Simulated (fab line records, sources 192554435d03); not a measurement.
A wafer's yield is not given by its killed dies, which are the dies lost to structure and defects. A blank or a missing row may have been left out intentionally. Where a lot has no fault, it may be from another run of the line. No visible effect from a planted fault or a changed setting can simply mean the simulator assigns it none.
fab line records | flow n5_finfet
[record] lots = 13 wafers = 36 last_day = 17
route steps=1938 shown BEOL_M4@1067 TV_OPEN@1887 PASSIVATION@1936
lots untouched by any fault: they come from a run of this same line in which no faults occurred
start_h: hours from the record's opening day to when the first of the lot's shown wafers began | wait_h: time in hours since the lot's previous step | " repeats the value in the row above | L1.1+2: several wafers, shown together as one row | - no value, or no start was given | * or withheld: withheld | < > ~ a bound
route shown NAME@n: a module of which the file shows steps, and the number in the route of the first | usual: the fault-free wafers' mean and standard deviation | same: alike in all rows | chamber/n: place in a boat | sites: each site's reading | _std_site: the values' standard deviation | _edge_site: mean of outer sites minus mean of inner sites | radius_mm: for every site, how far away it sits from the centre of the wafer | mask NAME#n: copy n | behind: the most recent tool/chamber to have shaped the wafer | hold: what put the lot on hold/how long, in hours/how the hold closed | device: the transistor (n, p or np) that didn't switch | end of line: the same wafers' tests at the end of the route | a step without rows: its recipe alone | killed: at the first sort, the dies lost to defects and structure; wafer yield is something else | map: per-die view of a wafer (x killed, . not killed, _ where there is no die)
set.NAME: the setting the step ran with; set.NAME@STEP: the setting that earlier step ran with | model.NAME: the simulator's own value behind a step, which no gauge read
route steps across a sampled set of lots; one table per step, one row per wafer
services: the hour from which a tool's chamber was out of use, counted from the record's first day as start_h (under 0 if before that day), plus the number of hours and why
[[steps]]
[step N5_BEOL_M4_VIA_ETCH_34]
[recipe] chemistry = C4F6/O2 target_depth_a = 694 mask_material = SOC pressure_mtorr = 15 ion_energy_ev = 250 taper_deg = 4 time_s = 65.9 source_w = 350 bias_w = 170 Ar_flow_sccm = 300 C4F6_flow_sccm = 10 O2_flow_sccm = 10
[usual] drypump_motor_current_A = 5.7/0.44 oes_ar_750_au = 0.83/0.054 oes_product_au = 0.84/0.057 rf_vpp_V = 666/14 showerhead_plenum_p_Torr = 2.88/0.081 throttle_valve_pct = 30.7/0.36
// columns lot.wafer tool chamber start_h wait_h drypump_motor_current_A oes_ar_750_au oes_product_au rf_hours_counter_h rf_vpp_V showerhead_plenum_p_Torr throttle_valve_pct
L991.1 rie_diel-03 3 160.59 0.0 5.7 0.84 0.86 48 699 2.89 30.7
L991.2 " 0 " " 6.1 0.82 0.82 91 658 2.88 31.2
L992.2 rie_diel-03 3 163.51 0.0 5.6 0.83 0.85 49 699 2.88 30.7
L992.3 " 2 " " 5.5 0.91 0.90 32 648 3.00 30.8
L992.6 " 2 " " 5.5 0.92 0.89 - 650 3.00 30.9
L993.1 rie_diel-06 3 167.54 0.0 5.8 0.84 0.86 68 667 3.00 30.5
L993.3 " 0 " " 6.1 0.83 0.85 50 683 2.99 30.3
L994.2 rie_diel-03 3 188.74 0.0 5.6 0.83 0.85 57 698 2.88 30.7
L994.3 " 0 " " 6.1 0.81 0.81 99 657 2.88 31.2
L994.6 " 3 " " 5.6 0.83 0.85 - 698 2.88 30.7
L995.1 rie_diel-02 3 195.60 0.0 4.9 0.82 0.81 92 657 2.88 30.5
L995.2 " 2 " " 5.6 0.68 0.67 250 669 2.80 30.9
L995.5 " 2 " " 5.6 0.68 0.67 - 670 2.80 30.9
L996.1 rie_diel-02 3 198.50 0.0 4.9 0.81 0.81 93 658 2.88 30.5
L996.5 " 0 " " 6.4 0.91 0.93 - 661 2.80 31.3
L996.6 " 3 " " 4.9 0.81 0.80 - 657 2.88 30.5
L997.1 rie_diel-06 1 198.90 0.0 6.1 0.79 0.78 112 661 2.74 30.6
L997.2 " 3 " " 5.8 0.84 0.85 80 667 2.99 30.5
L997.6 " 1 " " 6.1 0.80 0.78 - 663 2.74 30.6
L999.1 rie_diel-03 3 218.08 0.0 5.7 0.81 0.83 67 698 2.88 30.8
L999.3 " 0 " " 6.1 0.80 0.79 110 657 2.87 31.3
L103.2 rie_diel-06 2 234.17 0.0 5.1 0.84 0.85 51 665 2.89 30.3
L103.4 " 0 " " 6.1 0.80 0.83 74 681 2.98 30.3
L103.6 " 2 " " 5.1 0.84 0.85 - 666 2.89 30.3
L105.1 rie_diel-06 3 240.92 0.0 5.8 0.82 0.84 94 669 2.98 30.5
L105.5 " 3 " " 5.8 0.82 0.83 - 669 2.98 30.5
L105.6 " 2 " " 5.1 0.83 0.84 - 667 2.89 30.3
L108.1 rie_diel-06 1 271.94 0.0 6.1 0.77 0.76 135 662 2.73 30.6
L108.2 " 3 " " 5.8 0.81 0.83 106 666 2.98 30.5
L108.4 " 0 " " 6.1 0.79 0.80 89 682 2.97 30.3
L112.4 rie_diel-06 3 296.15 0.0 5.8 0.81 0.81 113 668 2.98 30.6
L112.5 " 3 " " 5.8 0.80 0.81 - 670 2.98 30.6
L112.6 " 0 " " 6.2 0.79 0.80 - 682 2.97 30.3
L114.1 rie_diel-02 3 303.97 0.0 4.9 0.77 0.77 134 658 2.86 30.5
L114.3 " 0 " " 6.4 0.84 0.85 74 660 2.78 31.4
L114.4 " 2 " " 5.6 0.92 0.93 21 669 2.78 30.6
[step N5_PASSIVATION_PASS_ETCH_74]
[recipe] chemistry = CF4/O2 target = SiNx target_depth_a = 2200 time_s = 110 ion_energy_ev = 100 pressure_mtorr = 40 source_w = 535 bias_w = 49 Ar_flow_sccm = 100 cf4_flow_sccm = 100 O2_flow_sccm = 10
[usual] drypump_motor_current_A = 5.9/0.53 oes_ar_750_au = 0.79/0.075 oes_product_au = 0.78/0.083 rf_vpp_V = 240/7 showerhead_plenum_p_Torr = 2.20/0.061 throttle_valve_pct = 16.03/0.29
// columns lot.wafer tool chamber start_h wait_h drypump_motor_current_A oes_ar_750_au oes_product_au rf_hours_counter_h rf_vpp_V showerhead_plenum_p_Torr throttle_valve_pct
L992.2 rie_diel-04 2 266.11 0.0 6.4 0.74 0.71 166 236 2.12 16.39
L992.3 " 0 " " 6.5 0.98 1.00 1 249 2.25 15.76
L992.6 " 2 " " 6.5 0.73 0.72 - 236 2.12 16.39
L993.1 rie_diel-04 1 275.26 0.0 5.6 0.77 0.74 146 229 2.21 15.98
L993.3 " 3 " " 5.4 0.91 0.93 15 244 2.25 15.53
L991.1 rie_diel-05 1 275.78 0.0 5.7 0.72 0.71 180 236 2.10 16.23
L991.2 " 2 " " 5.2 0.71 0.73 199 239 2.19 15.92
L994.2 rie_diel-01 2 292.83 0.0 5.3 0.88 0.84 47 246 2.15 15.89
L994.3 " 3 " " 5.2 0.83 0.83 82 239 2.22 16.12
L994.6 " 3 " " 5.2 0.83 0.83 - 240 2.22 16.10
L995.1 rie_diel-01 2 293.31 0.0 5.3 0.87 0.86 48 245 2.15 15.86
L995.2 " 3 " " 5.2 0.82 0.84 82 240 2.22 16.12
L995.5 " 2 " " 5.3 0.87 0.86 - 247 2.15 15.88
L997.1 rie_diel-01 0 294.93 0.0 6.8 0.80 0.81 88 247 2.30 15.89
L997.2 " 2 " " 5.3 0.88 0.86 48 247 2.14 15.89
L997.6 " 0 " " 6.7 0.80 0.81 - 246 2.30 15.89
L996.1 rie_diel-04 2 299.26 0.0 6.5 0.73 0.71 177 236 2.12 16.40
L996.5 " 1 " " 5.6 0.76 0.74 - 229 2.20 16.00
L996.6 " 0 " " 6.5 0.95 0.94 - 248 2.25 15.78
L999.1 rie_diel-04 3 319.37 0.0 5.4 0.88 0.91 28 244 2.25 15.55
L999.3 " 1 " " 5.6 0.75 0.74 160 230 2.20 16.02
L103.2 rie_diel-05 3 341.44 0.0 6.3 0.78 0.76 148 233 2.22 16.47
L103.4 " 1 " " 5.8 0.71 0.70 - 238 2.09 16.28
L103.6 " 2 " " 5.2 0.70 0.71 - 239 2.19 15.95
L105.1 rie_diel-04 0 346.57 0.0 6.5 0.90 0.90 25 249 2.24 15.81
L105.5 " 2 " " 6.5 0.72 0.71 - 235 2.12 16.44
L105.6 " 1 " " 5.6 0.74 0.73 - 230 2.20 16.03
L108.1 rie_diel-04 1 367.67 0.0 5.6 0.74 0.72 175 229 2.20 16.04
L108.2 " 2 " " 6.4 0.71 0.69 199 236 2.11 16.45
L108.4 " 0 " " 6.5 0.89 0.90 30 248 2.24 15.81
L112.4 rie_diel-04 0 396.33 0.0 6.5 0.87 0.87 40 249 2.24 15.83
L112.5 " 3 " " 5.4 0.85 0.86 - 244 2.24 15.59
L112.6 " 0 " " 6.5 0.87 0.87 - 248 2.24 15.84
L114.1 rie_diel-04 1 410.54 0.0 5.6 0.73 0.70 190 228 2.19 16.07
L114.3 " 2 " " 6.5 0.71 0.68 212 236 2.11 16.49
L114.4 " 0 " " 6.5 0.87 0.87 45 250 2.24 15.84
[step N5_PASSIVATION_PROBE_49]
[usual] defect_limited_yield = 91.2/1.5 killed_at_M0_to_M3 = 36/10 killed_at_M4_up = 13/6 killed_at_contacts = 11/5.2 killed_at_front_end = 40/11 killed_at_other = 3.1/2.9 killed_dies = 104/17 killed_open = 66/12 killed_short = 34/7.7 sort_bin_5_function = 5.1/0.91 sort_bin_6_memory = 3.2/0.67 sort_n_pass = 1076/17 sort_yield_pct = 91.2/1.5
[same] gross_dies = 1180 killed_at_back_side = 0 sort_bin_4_leakage[%] = 0 sort_bin_8_speed[%] = 0
// columns lot.wafer tool chamber start_h wait_h defect_limited_yield[%] killed_at_M0_to_M3 killed_at_M4_up killed_at_contacts killed_at_front_end killed_at_other killed_dies killed_open killed_short sort_bin_5_function[%] sort_bin_6_memory[%] sort_n_pass sort_yield_pct[%]
L103.2 prober-02 - 349.36 0.1 88.4 45 22 12 53 5 137 86 48 6.9 4.6 1043 88.4
L103.4 prober-02 - 349.46 0.2 92.1 39 11 5 36 2 93 57 30 4.4 2.9 1087 92.1
L103.6 prober-02 - 349.56 0.3 90.7 37 12 11 44 6 110 64 43 6.4 2.5 1070 90.7
L112.4 prober-02 - 403.17 0.2 90.8 33 33 7 36 0 109 77 31 5.1 4.1 1071 90.8
L112.5 prober-02 - 403.22 0.2 93.8 25 10 7 31 0 73 48 25 3.9 2.2 1107 93.8
L112.6 prober-02 - 403.27 0.3 83.6 32 113 8 40 0 193 66 22 10.5 3.6 987 83.6
// killed by level:class
L103.2 BEOL_M0_SAQP:geometric_particle:open=14 FIN_SAQP:geometric_particle:short=12 FIN_SAQP:geometric_particle:open=12 BEOL_M0_SAQP:geometric_particle:short=11 STI_FIN_REVEAL:geometric_particle:open=10 MOL_CONTACT_COAG:geometric_particle:open=10 BEOL_M4:geometric_particle:open=9 BEOL_M1:geometric_particle:open=5
L103.4 BEOL_M0_SAQP:geometric_particle:short=9 STI_FIN_REVEAL:geometric_particle:open=8 BEOL_M3:geometric_particle:open=7 FIN_SAQP:geometric_particle:short=6 BEOL_M0_SAQP:geometric_particle:open=6 BEOL_M1:geometric_particle:open=6 FIN_SAQP:geometric_particle:open=5 BEOL_M2:geometric_particle:open=5
L103.6 FIN_SAQP:geometric_particle:open=11 FIN_SAQP:geometric_particle:short=11 BEOL_M2:geometric_particle:open=11 MOL_CONTACT_COAG:geometric_particle:open=10 BEOL_M0_SAQP:geometric_particle:short=8 BEOL_M3:geometric_particle:open=7 GATE_CUT:geometric_particle:short=6 MIM_TOP:geometric_particle:short=6
L112.4 BEOL_M4:geometric_particle:open=21 BEOL_M0_SAQP:geometric_particle:open=9 FIN_SAQP:geometric_particle:open=8 GATE_CUT:geometric_particle:short=6 BEOL_M1:geometric_particle:open=6 STI_FIN_REVEAL:geometric_particle:open=5 MOL_CONTACT_COAG:geometric_particle:open=5 BEOL_M2:geometric_particle:open=5
L112.5 FIN_SAQP:geometric_particle:short=9 FIN_SAQP:geometric_particle:open=6 BEOL_M0_SAQP:geometric_particle:open=6 MOL_CONTACT_COAG:geometric_particle:open=5 BEOL_M4:geometric_particle:open=5 BEOL_M3:geometric_particle:open=5 BEOL_M0_SAQP:geometric_particle:short=4 BEOL_M1:geometric_particle:open=4
L112.6 BEOL_M4:unspecified=96 FIN_SAQP:geometric_particle:open=12 BEOL_M3:geometric_particle:open=11 BEOL_M4:geometric_particle:open=10 HKMG_FIN:area_etch=9 MOL_CONTACT_COAG:geometric_particle:open=8 BEOL_M0_SAQP:geometric_particle:open=8 FIN_SAQP:geometric_particle:short=7
[[services]]
// columns tool chamber start_h hours kind
rie_diel-02 2 177.14 9.3 repair
rie_diel-02 1 178.63 14.1 repair
rie_diel-03 1 186.86 6.5 repair
rie_diel-01 - 187.24 4.3 pm
rie_diel-04 3 202.30 - clean
rie_diel-04 3 202.30 - consumable_replace:focus_ring
rie_diel-04 3 202.30 28.8 scheduled_down
rie_diel-04 3 202.30 28.8 vent_cycle
rie_diel-03 1 202.38 5.7 repair
rie_diel-01 - 206.39 0.5 repair
rie_diel-03 - 207.12 0.4 repair
rie_diel-02 2 220.79 6.6 repair
rie_diel-02 3 222.10 1.4 repair
rie_diel-04 0 239.05 - clean
rie_diel-03 2 246.73 2.6 repair
rie_diel-01 1 286.80 6.7 repair
rie_diel-05 0 300.39 21.1 repair
rie_diel-05 2 303.66 4.9 repair
rie_diel-06 - 307.32 2.8 pm
rie_diel-02 - 329.88 24.2 repair
rie_diel-05 0 334.70 17.2 repair
rie_diel-01 3 375.65 2.5 repair
rie_diel-06 2 386.98 7.8 repair
rie_diel-05 3 396.61 3.4 repair
[[key]]
[first_sign] step = N5_PASSIVATION_PROBE_49 reading = killed_at_M4_up direction = up sigmas = 17 usual = 13 struck = 113
[effect] step = N5_PASSIVATION_PROBE_49 reading = defect_limited_yield direction = down sigmas = 5.2 usual = 91.2 struck = 83.6
[more_kills_born_at] N5_BEOL_M4_VIA_ETCH_34@rie_diel-06 = 96
met_at N5_BEOL_M4_VIA_ETCH_34
struck_lots L112
struck_wafers L112.6
not_acting_at N5_PASSIVATION_PASS_ETCH_74
onset_between 271.94 296.15
[fault] kind = chamber_particle_source tool = rie_diel-06 chamber = 0 onset_h = 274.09 steps = N5_BEOL_M4_VIA_ETCH_34 rate_per_visit_cm2 = 0.49632 end_h = 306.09
